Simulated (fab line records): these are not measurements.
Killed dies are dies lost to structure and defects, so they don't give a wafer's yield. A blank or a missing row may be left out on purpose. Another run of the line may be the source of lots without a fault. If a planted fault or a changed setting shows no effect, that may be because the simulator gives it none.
Matching of chambers | flow n5_finfet | 4 sister chambers for N5_MOL_CONTACT_COAG_ETCHBACK_134 on rie_diel-01
The step etches SiO2 in CHF3, target depth 10 nm, time 6.7 s. 8 wafers are shown with their chamber, then 11 later ones without.

WAFERS, EACH WITH ITS CHAMBER
wafer  | chamber | throttle_valve_pct (%) | drypump_motor_current_A (A)
L075.1 | 3       | 18.68                  | 5.52
L080.4 | 0       | 18.48                  | 5.12
L082.1 | 0       | 18.47                  | 5.12
L083.3 | 3       | 18.69                  | 5.54
L085.1 | 2       | 19.32                  | 5.86
L085.4 | 1       | 18.97                  | 5.56
L085.5 | 2       | 19.32                  | 5.89
L089.2 | 1       | 18.97                  | 5.56

WAFERS WITHOUT THEIR CHAMBER
wafer  | throttle_valve_pct (%) | drypump_motor_current_A (A)
L089.4 | 18.52                  | 5.12
L089.6 | 18.98                  | 5.57
L094.1 | 18.53                  | 5.10
L094.2 | 18.73                  | 5.54
L094.4 | 18.98                  | 5.81
L095.1 | 18.53                  | 5.13
L095.4 | 18.97                  | 5.83
L095.5 | 19.00                  | 5.56
L097.1 | 18.55                  | 5.11
L097.2 | 18.75                  | 5.55
L097.6 | 18.53                  | 5.11

EACH ONE'S CHAMBER
wafer  | from the rows above | in truth
L089.4 | 0                   | 0
L089.6 | 1                   | 1
L094.1 | 0                   | 0
L094.2 | 3                   | 3
L094.4 | 1                   | 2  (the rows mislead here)
L095.1 | 0                   | 0
L095.4 | 1                   | 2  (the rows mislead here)
L095.5 | 1                   | 1
L097.1 | 0                   | 0
L097.2 | 3                   | 3
L097.6 | 0                   | 0
Placed correctly: 9 of 11. Number that these rows cannot place: 0. Placed wrongly: 2.
How it was worked out, from the rows above alone: a wafer's distance from a chamber is the root of the sum, over the readings, of the square of ((its reading less the chamber's mean) divided by the reading's scatter). If the next closest chamber is less than 2 further off than the closest, the wafer can't be placed; otherwise it belongs to the closest. The mean given for a chamber averages the wafers shown for that chamber. The scatter: the root of (the sum of the squares of (reading less its chamber's mean) over the shown wafers, divided by (wafers less chambers)).
